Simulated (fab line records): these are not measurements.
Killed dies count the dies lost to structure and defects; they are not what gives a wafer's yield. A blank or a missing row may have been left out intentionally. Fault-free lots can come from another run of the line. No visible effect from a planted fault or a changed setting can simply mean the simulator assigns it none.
Chamber matching | flow nand harc | rie diel-04 running NHARC_P_BONDPAD_STRIP_15: 4 sister chambers
The step strips in O2. 8 wafers are shown with their chamber, then 9 later ones without.

## WAFERS WITH THEIR CHAMBER
wafer  | chamber | drypump motor current A (A) | showerhead plenum p Torr (Torr)
L317.3 | 2       | 5.6                         | 3.74
L318.5 | 1       | 6.0                         | 3.71
L323.1 | 3       | 6.2                         | 3.68
L323.5 | 3       | 6.2                         | 3.68
L323.6 | 0       | 4.8                         | 3.60
L324.4 | 0       | 4.9                         | 3.60
L324.5 | 2       | 5.7                         | 3.74
L324.6 | 1       | 6.0                         | 3.70

## WAFERS WHOSE CHAMBER IS MISSING
wafer  | drypump motor current A (A) | showerhead plenum p Torr (Torr)
L334.2 | 6.2                         | 3.68
L334.3 | 6.0                         | 3.70
L334.4 | 5.7                         | 3.74
L336.1 | 6.0                         | 3.70
L336.5 | 5.6                         | 3.74
L336.6 | 6.2                         | 3.68
L337.1 | 5.6                         | 3.74
L337.2 | 4.8                         | 3.60
L337.3 | 6.2                         | 3.68

## CHAMBER TAKEN BY EACH
wafer  | from the rows above | in truth
L334.2 | 3                   | 3
L334.3 | 1                   | 1
L334.4 | 2                   | 2
L336.1 | 1                   | 1
L336.5 | 2                   | 2
L336.6 | 3                   | 3
L337.1 | 2                   | 2
L337.2 | 0                   | 0
L337.3 | 3                   | 3
Correctly placed: 9 of 9. Number that these rows cannot place: 0. Placed wrongly: 0.
How it was worked out, from the rows above alone: a wafer's distance from a chamber is the root of the sum, over the readings, of the square of ((its reading less the chamber's mean) divided by the reading's scatter). If the next closest chamber is less than 2 further off than the closest, the wafer can't be placed; otherwise it belongs to the closest. A chamber's mean is the mean of its shown wafers. The scatter is the square root of a quotient: the sum, over the shown wafers, of each reading's squared deviation from its chamber's mean, divided by wafers minus chambers.
